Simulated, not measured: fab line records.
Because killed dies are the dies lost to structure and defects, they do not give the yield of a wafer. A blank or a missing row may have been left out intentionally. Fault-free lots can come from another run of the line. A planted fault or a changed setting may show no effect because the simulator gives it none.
Matching of chambers | flow nandHarc | NHARC_P_M0_PRE_CLEAN_31 on pecvd-02: 3 sister chambers
The step time 12 s. 3 wafers are shown with their chamber, then 8 later ones without.

== WAFERS, EACH WITH ITS CHAMBER ==
wafer  | chamber | heaterPowerW (W)
L086.1 | 2       | 726
L086.2 | 0       | 669
L086.4 | 1       | 624

== WAFERS WHOSE CHAMBER IS MISSING ==
wafer  | heaterPowerW (W)
L086.5 | 716
L086.6 | 645
L093.1 | 645
L093.2 | 607
L093.3 | 618
L092.2 | 580
L092.3 | 755
L092.6 | 591

== THE CHAMBER EACH PASSED THROUGH ==
wafer  | from the rows above     | in truth
L086.5 | can't be placed: 2 or 0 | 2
L086.6 | can't be placed: 1 or 0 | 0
L093.1 | can't be placed: 1 or 0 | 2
L093.2 | can't be placed: 1 or 0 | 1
L093.3 | can't be placed: 1 or 0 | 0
L092.2 | can't be placed: 1 or 0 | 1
L092.3 | 2                       | 2
L092.6 | can't be placed: 1 or 0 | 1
Correct placement for 1 of the 8. Can't be placed from these rows: 7 (the true chamber is among the candidates in 6). Wrongly placed: 0.
How it was worked out, from the rows above alone: a wafer's distance from a chamber is the root of the sum, over the readings, of the square of ((its reading less the chamber's mean) divided by the reading's scatter). If the next closest chamber is less than 2 further off than the closest, the wafer can't be placed; otherwise it belongs to the closest. A chamber's mean is the mean of its shown wafers. The scatter (one wafer shown for each chamber): square how far every hidden wafer sits from the nearest shown wafer, average those squares and take the square root.
